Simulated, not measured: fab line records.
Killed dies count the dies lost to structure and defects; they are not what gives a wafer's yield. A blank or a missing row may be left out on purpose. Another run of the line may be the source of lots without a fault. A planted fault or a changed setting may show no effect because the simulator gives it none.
fab line records | flow nand-harc
record: lots: 13 | wafers: 36 | last-day: 25
route steps=1159 shown P_ZERO_WELL@14 P_STI@90 P_GATE@142
lots untouched by any fault: they come from a run of this same line in which no faults occurred
start-h: hours from the record's opening day to when the first of the lot's shown wafers began | wait-h: time in hours since the lot's previous step | " as in the row above | L1.1+2: several wafers, shown together as one row | - no value present, or no start provided | * or withheld: withheld | < > ~ a bound
route shown NAME@n: NAME is a module with steps in the file, n the number in the route of the first one | usual: mean/standard deviation taken from wafers without a fault | same: alike in all rows | chamber/n: place in a boat | sites: per-site readings | _std_site: their standard deviation | _edge_site: mean of outer sites minus mean of inner sites | radius-mm: for every site, how far away it sits from the centre of the wafer | mask NAME#n: copy n | behind: the tool/chamber that last shaped the wafer | hold: the reason the lot was held/the length of the hold in hours/how it ended | device: names the non-switching transistor (n, p or np) | end of line: the route-end tests of the same wafers | a step without rows: its recipe alone | killed: count of dies lost to structure and defects at first sort (not the wafer's yield) | map: dies across one wafer; x = killed, . = not, _ = none there
set.NAME: the setting as run; set.NAME@STEP: as run at that earlier step | model.NAME: the simulator's own value behind a step, which no gauge read
a sample of lots followed through the steps of the route, with each step as a table and each wafer as a row
services: a tool's chamber out of use, with start hour (start-h, from the record's first day; less than 0 if before it), hours out, and reason
== steps ==
step: NHARC_P_ZERO_WELL_CD_MEAS_11
recipe: target-cd-nm: 500 | landing-energy-ev: 500
usual: cd-nm: 500.9/1.7
lot.wafer | tool      | chamber | start-h | wait-h | cd-nm
L515.1    | cd-sem-03 | 0       | 13.24   | -      | 505.6
L515.3    | "         | 0       | "       | "      | 501.6
L515.6    | "         | 0       | "       | "      | 503.3
L518.1    | cd-sem-01 | 0       | 31.24   | -      | 503.3
L518.5    | "         | 0       | "       | "      | 502.9
L518.6    | "         | 0       | "       | "      | 502.2
L519.1    | cd-sem-02 | 0       | 37.25   | -      | 499.2
L519.4    | "         | 0       | "       | "      | 502.1
L519.6    | "         | 0       | "       | "      | 498.8
L521.2    | cd-sem-03 | 0       | 49.26   | -      | 500.3
L521.4    | "         | 0       | "       | "      | 506.2
L521.6    | "         | 0       | "       | "      | 501.3
L522.1    | cd-sem-03 | 0       | 55.25   | -      | 502.8
L522.3    | "         | 0       | "       | "      | 502.0
L522.4    | "         | 0       | "       | "      | 505.7
L524.1    | cd-sem-03 | 0       | 67.23   | -      | 498.3
L524.3    | "         | 0       | "       | "      | 498.9
L524.6    | "         | 0       | "       | "      | 500.1
L526.3    | cd-sem-02 | 0       | 79.48   | -      | 501.3
L526.4    | "         | 0       | "       | "      | 498.9
L526.5    | "         | 0       | "       | "      | 500.9
L527.1    | cd-sem-02 | 0       | 85.11   | -      | 500.9
L527.6    | "         | 0       | "       | "      | 501.7
L528.1    | cd-sem-02 | 0       | 91.11   | -      | 500.6
L528.6    | "         | 0       | "       | "      | 500.1
L530.1    | cd-sem-01 | 0       | 103.12  | -      | 500.8
L530.5    | "         | 0       | "       | "      | 503.2
L534.1    | cd-sem-03 | 0       | 127.11  | -      | 502.1
L534.2    | "         | 0       | "       | "      | 498.4
L534.3    | "         | 0       | "       | "      | 497.1
L535.3    | cd-sem-02 | 0       | 133.24  | -      | 501.0
L535.4    | "         | 0       | "       | "      | 500.9
L535.6    | "         | 0       | "       | "      | 501.0
L536.1    | cd-sem-03 | 0       | 139.12  | -      | 502.5
L536.2    | "         | 0       | "       | "      | 499.1
L536.6    | "         | 0       | "       | "      | 499.8
step: NHARC_P_STI_ETCH_15
recipe: target-depth-a: 3000 | taper-deg: 4 | time-s: 100.1 | hbr-flow-sccm: 150 | cl2-flow-sccm: 50 | rf-w: 400 | icp-w: 400 | bias-w: 100 | chemistry: HBr/Cl2
usual: drypump-motor-current-A: 5.7/0.42 | oes-product-au: 0.999/0.011 | throttle-valve-pct: 26.407/0.0096
lot.wafer | tool      | chamber | start-h | wait-h | drypump-motor-current-A | oes-product-au | rf-hours-counter-h | throttle-valve-pct
L515.1    | rie-si-05 | 3       | 37.76   | -      | 6.7                     | 0.995          | 1.0                | 26.409
L515.3    | "         | 0       | "       | "      | 5.6                     | 0.988          | 1.0                | 26.413
L515.6    | "         | 2       | "       | "      | 5.2                     | 1.008          | -                  | 26.419
L518.1    | rie-si-02 | 0       | 52.05   | -      | 5.8                     | 0.991          | 0.0                | 26.422
L518.6    | "         | 2       | "       | "      | 6.1                     | 0.988          | -                  | 26.405
L518.5    | "         | 3       | "       | "      | 5.6                     | 0.987          | -                  | 26.405
L519.4    | rie-si-01 | 2       | 59.48   | -      | 5.2                     | 1.002          | 0.7                | 26.420
L519.1    | "         | 3       | "       | "      | 5.5                     | 1.007          | 0.7                | 26.410
L519.6    | "         | 0       | "       | "      | 5.9                     | 1.005          | -                  | 26.416
L521.2    | rie-si-05 | 2       | 71.34   | -      | 5.2                     | 1.011          | 0.0                | 26.407
L521.4    | "         | 0       | "       | "      | 5.6                     | 0.989          | 0.0                | 26.402
L521.6    | "         | 2       | "       | "      | 5.2                     | 1.016          | -                  | 26.418
L522.4    | rie-si-02 | 1       | 77.52   | -      | 6.1                     | 0.993          | 0.2                | 26.422
L522.3    | "         | 3       | "       | "      | 5.6                     | 0.972          | 0.3                | 26.410
L522.1    | "         | 0       | "       | "      | 5.8                     | 0.997          | 0.2                | 26.408
L524.3    | rie-si-02 | 3       | 91.14   | -      | 5.6                     | 0.987          | 0.4                | 26.406
L524.1    | "         | 1       | "       | "      | 6.1                     | 0.993          | 0.3                | 26.398
L524.6    | "         | 2       | "       | "      | 6.1                     | 0.994          | -                  | 26.410
L526.4    | rie-si-05 | 0       | 102.59  | -      | 5.6                     | 0.989          | 0.2                | 26.398
L526.3    | "         | 1       | "       | "      | 5.5                     | 1.000          | 0.3                | 26.411
L526.5    | "         | 2       | "       | "      | 5.2                     | 1.007          | -                  | 26.396
L527.1    | rie-si-05 | 0       | 107.75  | -      | 5.6                     | 0.890          | 0.3                | 26.401
L527.6    | "         | 2       | "       | "      | 5.2                     | 1.009          | -                  | 26.407
L528.1    | rie-si-05 | 2       | 113.10  | -      | 5.2                     | 0.905          | 0.4                | 26.384
L528.6    | "         | 1       | "       | "      | 5.5                     | 0.990          | -                  | 26.406
L530.1    | rie-si-05 | 1       | 125.95  | -      | 5.5                     | 0.883          | 0.5                | 26.412
L530.5    | "         | 1       | "       | "      | 5.5                     | 0.892          | -                  | 26.393
L534.1    | rie-si-02 | 1       | 150.02  | -      | 6.1                     | 0.987          | 0.7                | 26.389
L534.3    | "         | 2       | "       | "      | 6.1                     | 0.985          | 0.7                | 26.425
L534.2    | "         | 0       | "       | "      | 5.8                     | 0.989          | 0.6                | 26.406
L535.4    | rie-si-01 | 3       | 157.29  | -      | 5.5                     | 1.005          | 0.2                | 26.416
L535.3    | "         | 2       | "       | "      | 5.2                     | 1.001          | 0.2                | 26.416
L535.6    | "         | 0       | "       | "      | 5.9                     | 1.022          | -                  | 26.416
L536.1    | rie-si-01 | 1       | 161.08  | -      | 5.2                     | 0.996          | 0.2                | 26.402
L536.2    | "         | 2       | "       | "      | 5.2                     | 1.012          | 0.2                | 26.387
L536.6    | "         | 3       | "       | "      | 5.5                     | 1.014          | -                  | 26.410
step: NHARC_P_STI_OCD_MEAS_17
usual: trench-depth-nm: 300/5 | trench-foot-cd-nm: 158.7/2.5
lot.wafer | tool   | chamber | start-h | wait-h | trench-depth-nm | trench-foot-cd-nm
L515.1    | ocd-01 | -       | 37.97   | 0.1    | 298             | 159.1
L515.3    | "      | -       | "       | "      | 299             | 157.6
L515.6    | "      | -       | "       | "      | 305             | 157.5
L518.1    | ocd-02 | -       | 52.26   | 0.1    | 298             | 160.9
L518.5    | "      | -       | "       | "      | 292             | 161.1
L518.6    | "      | -       | "       | "      | 300             | 160.6
L519.1    | ocd-02 | -       | 59.70   | 0.1    | 303             | 155.4
L519.4    | "      | -       | "       | "      | 299             | 158.4
L519.6    | "      | -       | "       | "      | 305             | 158.7
L521.2    | ocd-01 | -       | 71.58   | 0.1    | 308             | 160.9
L521.4    | "      | -       | "       | "      | 298             | 162.3
L521.6    | "      | -       | "       | "      | 308             | 159.0
L522.1    | ocd-02 | -       | 77.77   | 0.1    | 299             | 154.6
L522.3    | "      | -       | "       | "      | 290             | 159.5
L522.4    | "      | -       | "       | "      | 296             | 159.9
L524.1    | ocd-01 | -       | 91.37   | 0.1    | 297             | 158.6
L524.3    | "      | -       | "       | "      | 291             | 157.0
L524.6    | "      | -       | "       | "      | 298             | 154.6
L526.3    | ocd-02 | -       | 102.81  | 0.1    | 297             | 159.9
L526.4    | "      | -       | "       | "      | 296             | 156.2
L526.5    | "      | -       | "       | "      | 303             | 158.5
L527.1    | ocd-02 | -       | 107.96  | 0.1    | 248             | 164.9
L527.6    | "      | -       | "       | "      | 308             | 158.5
L528.1    | ocd-01 | -       | 113.32  | 0.1    | 256             | 166.3
L528.6    | "      | -       | "       | "      | 297             | 162.6
L530.1    | ocd-01 | -       | 126.29  | 0.1    | 246             | 164.4
L530.5    | "      | -       | "       | "      | 247             | 164.8
L534.1    | ocd-01 | -       | 150.28  | 0.1    | 293             | 156.5
L534.2    | "      | -       | "       | "      | 298             | 157.0
L534.3    | "      | -       | "       | "      | 293             | 158.6
L535.3    | ocd-01 | -       | 157.55  | 0.1    | 304             | 156.5
L535.4    | "      | -       | "       | "      | 300             | 155.4
L535.6    | "      | -       | "       | "      | 308             | 154.0
L536.1    | ocd-02 | -       | 161.30  | 0.1    | 300             | 159.8
L536.2    | "      | -       | "       | "      | 305             | 159.3
L536.6    | "      | -       | "       | "      | 305             | 159.8
step: NHARC_P_GATE_OVL_MEAS_27
usual: overlay-x-nm: 0.2/0.79 | overlay-y-nm: 0.3/0.86
lot.wafer | tool       | chamber | start-h | wait-h | overlay-x-nm | overlay-y-nm
L515.1    | overlay-02 | -       | 92.54   | -      | 1.2          | 0.2
L515.3    | "          | -       | "       | "      | 1.3          | -0.2
L515.6    | "          | -       | "       | "      | 0.9          | -0.2
L518.1    | overlay-02 | -       | 104.59  | -      | 1.3          | -0.4
L518.5    | "          | -       | "       | "      | 1.1          | -0.1
L518.6    | "          | -       | "       | "      | 1.4          | 0.2
L519.1    | overlay-01 | -       | 113.22  | -      | 0.9          | -1.0
L519.4    | "          | -       | "       | "      | 1.4          | -1.1
L519.6    | "          | -       | "       | "      | 0.8          | -0.8
L521.2    | overlay-02 | -       | 126.98  | -      | -1.2         | -0.3
L521.4    | "          | -       | "       | "      | -1.4         | -0.2
L521.6    | "          | -       | "       | "      | -1.4         | -0.5
L522.1    | overlay-02 | -       | 129.83  | -      | 0.3          | 1.5
L522.3    | "          | -       | "       | "      | 0.4          | 2.3
L522.4    | "          | -       | "       | "      | 0.1          | 1.7
L524.1    | overlay-02 | -       | 143.50  | -      | 0.5          | 1.1
L524.3    | "          | -       | "       | "      | 0.4          | 1.2
L524.6    | "          | -       | "       | "      | 0.8          | 1.1
L528.1    | overlay-02 | -       | 163.87  | -      | 0.8          | -0.4
L528.6    | "          | -       | "       | "      | 0.5          | 0.0
L526.3    | overlay-02 | -       | 164.66  | -      | -0.9         | 1.3
L526.4    | "          | -       | "       | "      | -0.7         | 0.9
L526.5    | "          | -       | "       | "      | -0.8         | 1.0
L527.1    | overlay-01 | -       | 164.81  | -      | 0.6          | 0.3
L527.6    | "          | -       | "       | "      | 0.3          | 0.6
L530.1    | overlay-01 | -       | 180.03  | -      | 0.1          | 0.2
L530.5    | "          | -       | "       | "      | 0.4          | -0.2
L534.1    | overlay-02 | -       | 198.74  | -      | -0.1         | 0.4
L534.2    | "          | -       | "       | "      | 0.5          | 0.4
L534.3    | "          | -       | "       | "      | 0.1          | 1.5
L535.3    | overlay-01 | -       | 207.75  | -      | -0.1         | 1.1
L535.4    | "          | -       | "       | "      | 0.7          | 1.4
L535.6    | "          | -       | "       | "      | 0.3          | 1.4
L536.1    | overlay-01 | -       | 208.77  | -      | -0.4         | -0.3
L536.2    | "          | -       | "       | "      | -0.6         | -0.2
L536.6    | "          | -       | "       | "      | -0.3         | -0.2
step: NHARC_P_GATE_STRIP_108
recipe: o2-flow-sccm: 500 | ar-flow-sccm: 0 | bias-w: 0 | chemistry: O2
usual: drypump-motor-current-A: 5.8/0.47 | oes-product-au: 0.999/0.0094 | rf-vpp-V: 57.7/0.92 | showerhead-plenum-p-Torr: 3.53/0.16 | throttle-valve-pct: 17.037/0.0094
lot.wafer | tool        | chamber | start-h | wait-h | drypump-motor-current-A | oes-product-au | rf-hours-counter-h | rf-vpp-V | showerhead-plenum-p-Torr | throttle-valve-pct
L515.3    | rie-diel-04 | 1       | 93.38   | -      | 5.5                     | 0.998          | 21                 | 58.0     | 3.77                     | 17.025
L515.1    | "           | 2       | "       | "      | 5.8                     | 1.003          | 27                 | 59.0     | 3.51                     | 17.039
L515.6    | "           | 3       | "       | "      | 5.1                     | 1.012          | -                  | 57.2     | 3.39                     | 17.042
L518.1    | rie-diel-04 | 3       | 106.37  | -      | 5.1                     | 0.996          | 31                 | 58.6     | 3.39                     | 17.037
L518.6    | "           | 0       | "       | "      | 5.9                     | 1.022          | -                  | 59.2     | 3.62                     | 17.038
L518.5    | "           | 1       | "       | "      | 5.5                     | 0.987          | -                  | 57.6     | 3.77                     | 17.045
L519.4    | rie-diel-06 | 1       | 114.11  | -      | 6.6                     | 0.990          | 12                 | 58.5     | 3.72                     | 17.039
L519.1    | "           | 0       | "       | "      | 5.9                     | 0.998          | 16                 | 58.3     | 3.64                     | 17.032
L519.6    | "           | 2       | "       | "      | 6.4                     | 1.001          | -                  | 59.1     | 3.63                     | 17.026
L521.2    | rie-diel-06 | 2       | 127.87  | -      | 6.4                     | 0.996          | 24                 | 59.1     | 3.63                     | 17.025
L521.4    | "           | 3       | "       | "      | 6.3                     | 0.993          | 24                 | 56.5     | 3.32                     | 17.026
L521.6    | "           | 2       | "       | "      | 6.4                     | 0.997          | -                  | 57.1     | 3.63                     | 17.050
L522.3    | rie-diel-13 | 2       | 130.54  | -      | 6.5                     | 1.003          | 7                  | 58.1     | 3.30                     | 17.023
L522.4    | "           | 0       | "       | "      | 5.6                     | 0.969          | 6                  | 57.2     | 3.61                     | 17.038
L522.1    | "           | 1       | "       | "      | 5.4                     | 0.986          | 5                  | 57.2     | 3.39                     | 17.026
L524.3    | rie-diel-04 | 0       | 144.28  | -      | 5.9                     | 1.003          | 3                  | 55.9     | 3.62                     | 17.040
L524.1    | "           | 1       | "       | "      | 5.4                     | 1.004          | 3                  | 58.7     | 3.77                     | 17.035
L524.6    | "           | 3       | "       | "      | 5.1                     | 1.001          | -                  | 57.2     | 3.38                     | 17.043
L528.1    | rie-diel-04 | 1       | 164.68  | -      | 5.5                     | 0.999          | 7                  | 57.6     | 3.77                     | 17.035
L528.6    | "           | 2       | "       | "      | 5.8                     | 1.002          | -                  | 57.8     | 3.50                     | 17.043
L526.4    | rie-diel-04 | 0       | 165.67  | -      | 5.9                     | 0.990          | 7                  | 57.9     | 3.61                     | 17.052
L526.3    | "           | 3       | "       | "      | 5.1                     | 1.002          | 7                  | 57.8     | 3.38                     | 17.043
L526.5    | "           | 1       | "       | "      | 5.5                     | 0.996          | -                  | 58.2     | 3.77                     | 17.023
L527.1    | rie-diel-13 | 0       | 165.77  | -      | 5.6                     | 0.992          | 20                 | 58.5     | 3.60                     | 17.042
L527.6    | "           | 2       | "       | "      | 6.5                     | 1.004          | -                  | 59.1     | 3.29                     | 17.051
L530.1    | rie-diel-13 | 2       | 180.78  | -      | 6.5                     | 1.016          | 28                 | 57.4     | 3.29                     | 17.041
L530.5    | "           | 1       | "       | "      | 5.4                     | 1.000          | -                  | 57.1     | 3.38                     | 17.031
L534.2    | rie-diel-13 | 2       | 199.46  | -      | 6.5                     | 1.013          | 34                 | 55.9     | 3.28                     | 17.026
L534.1    | "           | 0       | "       | "      | 5.6                     | 0.978          | 31                 | 57.9     | 3.59                     | 17.028
L534.3    | "           | 1       | "       | "      | 5.4                     | 0.999          | 32                 | 56.9     | 3.37                     | 17.052
L535.3    | rie-diel-13 | 2       | 208.60  | -      | 6.5                     | 1.009          | 37                 | 57.3     | 3.28                     | 17.030
L535.6    | "           | 3       | "       | "      | 5.4                     | 0.996          | -                  | 57.6     | 3.31                     | 17.033
L535.4    | "           | 0       | "       | "      | 5.7                     | 0.983          | -                  | 59.1     | 3.59                     | 17.045
L536.2    | rie-diel-04 | 2       | 209.49  | -      | 5.9                     | 0.994          | 17                 | 57.1     | 3.50                     | 17.037
L536.1    | "           | 3       | "       | "      | 5.1                     | 0.998          | 18                 | 57.6     | 3.38                     | 17.037
L536.6    | "           | 3       | "       | "      | 5.1                     | 0.989          | -                  | 58.0     | 3.38                     | 17.024
== services ==
tool        | chamber | start-h | hours | kind
rie-diel-04 | 0       | 17.53   | -     | clean
rie-diel-04 | 1       | 17.53   | -     | clean
rie-diel-04 | 2       | 17.53   | -     | clean
rie-diel-04 | 3       | 17.53   | -     | clean
rie-si-02   | -       | 34.00   | 9.0   | pm
rie-si-05   | 3       | 39.58   | 2.1   | repair
rie-diel-04 | 0       | 42.03   | -     | clean
rie-diel-04 | 1       | 42.03   | -     | clean
rie-diel-04 | 2       | 42.03   | -     | clean
rie-diel-04 | 3       | 42.03   | -     | clean
rie-si-01   | 1       | 56.91   | 1.8   | repair
rie-si-05   | -       | 62.00   | 9.0   | pm
rie-diel-06 | -       | 64.27   | 9.0   | pm
rie-diel-04 | 0       | 66.53   | -     | clean
rie-diel-04 | 1       | 66.53   | -     | clean
rie-diel-06 | 1       | 79.75   | 8.4   | repair
rie-diel-13 | -       | 99.08   | 9.0   | pm
rie-diel-04 | -       | 112.00  | 9.0   | pm
rie-si-05   | 3       | 122.06  | 14.8  | repair
rie-si-05   | 2       | 123.56  | 12.4  | repair
rie-si-01   | -       | 127.04  | 9.0   | pm
rie-diel-06 | 3       | 190.61  | 4.7   | repair
rie-si-05   | -       | 196.96  | 0.6   | repair
rie-diel-06 | 1       | 199.82  | 13.2  | repair
== key ==
first-sign: step: NHARC_P_STI_ETCH_15 | reading: oes-product-au | direction: down | sigmas: 10 | usual: 0.999 | struck: 0.892
effect: step: NHARC_P_STI_OCD_MEAS_17 | reading: trench-depth-nm | direction: down | sigmas: 10 | usual: 300 | struck: 249
met-at NHARC_P_STI_ETCH_15
struck-lots L527,L528,L530
struck-wafers L527.1,L528.1,L530.1,L530.5
tester-left-out L527,L528,L530
not-acting-at NHARC_P_ZERO_WELL_CD_MEAS_11,NHARC_P_GATE_OVL_MEAS_27,NHARC_P_GATE_STRIP_108
onset-between 102.59 107.75
fault: kind: process-parameter-drift | tool: rie-si-05 | chamber: - | onset-h: 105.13 | steps: NHARC_P_STI_ETCH_15 | channel: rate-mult | offset: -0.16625 | shape: step | end-h: 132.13 | scope: struck-wafers-only
tester-left-out: of these lots the tester's yield and bins aren't shown, on N5 and GAA mostly nor the transistor test; their killed dies are dies lost to structure and defects alone, not to doping, threshold or leakage, so they don't give the yield
